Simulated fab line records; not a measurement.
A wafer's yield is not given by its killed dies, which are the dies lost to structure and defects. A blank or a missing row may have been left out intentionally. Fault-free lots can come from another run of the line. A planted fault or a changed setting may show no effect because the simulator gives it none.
Matching of chambers -- flow nand_harc -- 4 sister chambers for NHARC_A_CHANNEL_FILL_D2_ALD_14 on ald_hk-01
The step deposits SiO2, target thk 2.5 nm, pulse time 10 s, ald cycles 25. 8 wafers are shown with their chamber, then 10 later ones without.

## WAFERS PAIRED WITH THEIR CHAMBERS
wafer,chamber,heater_power_w (W),precursor_pulse_height_rel
L203.6,1,471,1.008
L205.4,0,465,0.989
L205.6,1,484,1.019
L204.1,3,456,1.031
L204.2,0,478,1.005
L204.4,2,433,1.011
L207.3,2,438,0.991
L207.4,3,460,0.994

## WAFERS WITH NO CHAMBER GIVEN
wafer,heater_power_w (W),precursor_pulse_height_rel
L207.6,465,0.990
L206.1,432,1.006
L206.3,459,1.000
L206.5,467,1.005
L210.2,416,1.007
L210.3,441,1.012
L210.4,468,0.973
L213.2,457,1.008
L213.4,472,0.989
L213.6,447,0.992

## EACH ONE'S CHAMBER
wafer,from the rows above,in truth
L207.6,can't be placed: 0 or 3 or 1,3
L206.1,2,2
L206.3,can't be placed: 3 or 0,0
L206.5,can't be placed: 0 or 3 or 1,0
L210.2,2,2
L210.3,can't be placed: 2 or 3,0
L210.4,can't be placed: 0 or 3 or 1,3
L213.2,can't be placed: 3 or 0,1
L213.4,can't be placed: 0 or 1 or 3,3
L213.6,can't be placed: 2 or 3 or 0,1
Correct placement for 2 of the 10. From these rows, 8 cannot be placed; in 5 the true chamber is one of the candidates. Number placed wrongly: 0.
How it was worked out, from the rows above alone: a wafer's distance from a chamber is the root of the sum, over the readings, of the square of ((its reading less the chamber's mean) divided by the reading's scatter). The wafer belongs to the nearest chamber; if the next one is less than 2 further off, it can't be placed. The mean given for a chamber averages the wafers shown for that chamber. The scatter: take each reading less its chamber's mean, square it, sum over the shown wafers, divide by the number of wafers less the number of chambers, and take the root.
